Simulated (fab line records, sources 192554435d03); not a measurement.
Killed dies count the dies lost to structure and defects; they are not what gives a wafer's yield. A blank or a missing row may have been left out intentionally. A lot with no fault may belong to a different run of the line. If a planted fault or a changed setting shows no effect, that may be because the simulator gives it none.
Matching of chambers	flow n5Finfet	N5_BEOL_M4_STRIP_66 on rieDiel-04: 4 sister chambers
The step strips in CF4. 22 wafers are shown with their chamber, then 11 later ones without.

WAFERS PAIRED WITH THEIR CHAMBERS
wafer	chamber	drypumpMotorCurrentA (A)	showerheadPlenumPTorr (Torr)	throttleValvePct (%)
L075.1	2	5.8	1.80	13.55
L075.2	1	5.9	1.85	13.41
L075.5	1	5.9	1.85	13.43
L077.1	2	5.8	1.80	13.57
L077.5	0	4.7	1.81	13.34
L077.6	3	5.8	1.73	13.82
L078.1	3	5.8	1.73	13.82
L078.3	1	5.9	1.85	13.42
L078.6	0	4.8	1.81	13.33
L081.2	3	5.8	1.73	13.84
L081.4	1	5.9	1.85	13.44
L081.5	0	4.7	1.81	13.34
L087.1	2	5.8	1.80	13.62
L087.2	0	4.7	1.80	13.36
L087.3	3	5.8	1.73	13.87
L089.1	1	5.9	1.84	13.47
L089.2	2	5.8	1.80	13.62
L089.3	3	5.8	1.73	13.88
L088.1	1	5.9	1.85	13.47
L088.4	2	5.8	1.80	13.62
L088.6	1	5.9	1.84	13.47
L091.2	1	5.9	1.84	13.51

SIGNATURES (means of the wafers above)
reading	chamber 0	chamber 1	chamber 2	chamber 3	scatter within a chamber
drypumpMotorCurrentA	4.725	5.900	5.800	5.800	0.0204
showerheadPlenumPTorr	1.8075	1.8463	1.8000	1.7300	0.00382
throttleValvePct	13.3425	13.4525	13.5960	13.8460	0.0297
Rule: distance of a wafer from a chamber = root of the sum over the readings of ((wafer's reading minus chamber's mean) / reading's scatter) squared. If the next closest chamber is less than 2 further off than the closest, the wafer can't be placed; otherwise it belongs to the closest. The scatter is the square root of a quotient: the sum, over the shown wafers, of each reading's squared deviation from its chamber's mean, divided by wafers minus chambers.

WAFERS MISSING THEIR CHAMBER
wafer	drypumpMotorCurrentA (A)	showerheadPlenumPTorr (Torr)	throttleValvePct (%)
L091.4	4.8	1.80	13.41
L091.6	5.9	1.84	13.51
L093.1	5.9	1.84	13.52
L093.5	5.7	1.72	13.91
L093.6	5.8	1.79	13.67
L095.2	5.8	1.79	13.65
L095.3	4.7	1.80	13.43
L095.4	5.7	1.72	13.93
L097.1	4.7	1.80	13.42
L097.2	5.9	1.84	13.53
L097.3	5.8	1.79	13.67

THE CHAMBER EACH PASSED THROUGH
wafer	from the rows above	in truth
L091.4	0	0
L091.6	1	1
L093.1	1	1
L093.5	3	3
L093.6	2	2
L095.2	2	2
L095.3	0	0
L095.4	3	3
L097.1	0	0
L097.2	1	1
L097.3	2	2
Correct placement for 11 of the 11. Not placeable from these rows: 0. Placed wrongly: 0.
